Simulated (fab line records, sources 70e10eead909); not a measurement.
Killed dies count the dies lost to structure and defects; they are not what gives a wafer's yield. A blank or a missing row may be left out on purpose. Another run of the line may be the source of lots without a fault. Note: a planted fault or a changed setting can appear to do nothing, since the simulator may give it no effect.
Chamber matching -- flow nand harc -- cmp-01 running NHARC_P_M1_CMP_23: 4 sister chambers
The step polishes, t overpolish 20 s, target thk 157.82 nm. 14 wafers are shown with their chamber, then 7 later ones without.

== WAFERS PAIRED WITH THEIR CHAMBERS ==
wafer,chamber,motor current A (A),time to endpoint s (s)
L410.2,2,10.2,33
L410.3,0,12.8,28
L410.5,0,12.2,28
L415.4,2,10.3,34
L415.5,0,12.1,29
L415.6,3,11.1,23
L424.1,1,11.5,28
L424.4,0,12.6,31
L424.5,0,12.1,30
L426.1,0,13.3,32
L426.3,1,11.1,30
L426.5,2,10.6,32
L429.3,3,11.0,26
L429.4,2,10.4,35

SIGNATURES (averages over the wafers above)
reading,chamber 0,chamber 1,chamber 2,chamber 3,scatter within a chamber
motor current A,12.517,11.300,10.375,11.050,0.363
time to endpoint s,29.67,29.00,33.50,24.50,1.58
Rule: a wafer lies at a distance from a chamber equal to the root of the sum of squares, over the readings, of (its reading less the chamber's mean, divided by the reading's scatter). The wafer belongs to the nearest chamber; if the next one is less than 2 further off, it can't be placed. The scatter is the square root of a quotient: the sum, over the shown wafers, of each reading's squared deviation from its chamber's mean, divided by wafers minus chambers.

== WAFERS WITH NO CHAMBER GIVEN ==
wafer,motor current A (A),time to endpoint s (s)
L429.6,12.8,34
L432.1,11.5,29
L432.2,10.0,36
L432.5,10.7,32
L433.1,11.1,25
L433.2,12.6,33
L433.5,11.5,29

== THE CHAMBER EACH PASSED THROUGH ==
wafer,from the rows above,in truth
L429.6,0,0
L432.1,1,1
L432.2,2,2
L432.5,can't be placed: 2 or 1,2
L433.1,3,3
L433.2,0,0
L433.5,1,1
6 of 7 placed correctly. Unplaceable from these rows: 1, with the true chamber sitting among the candidates in 1. Wrongly placed: 0.
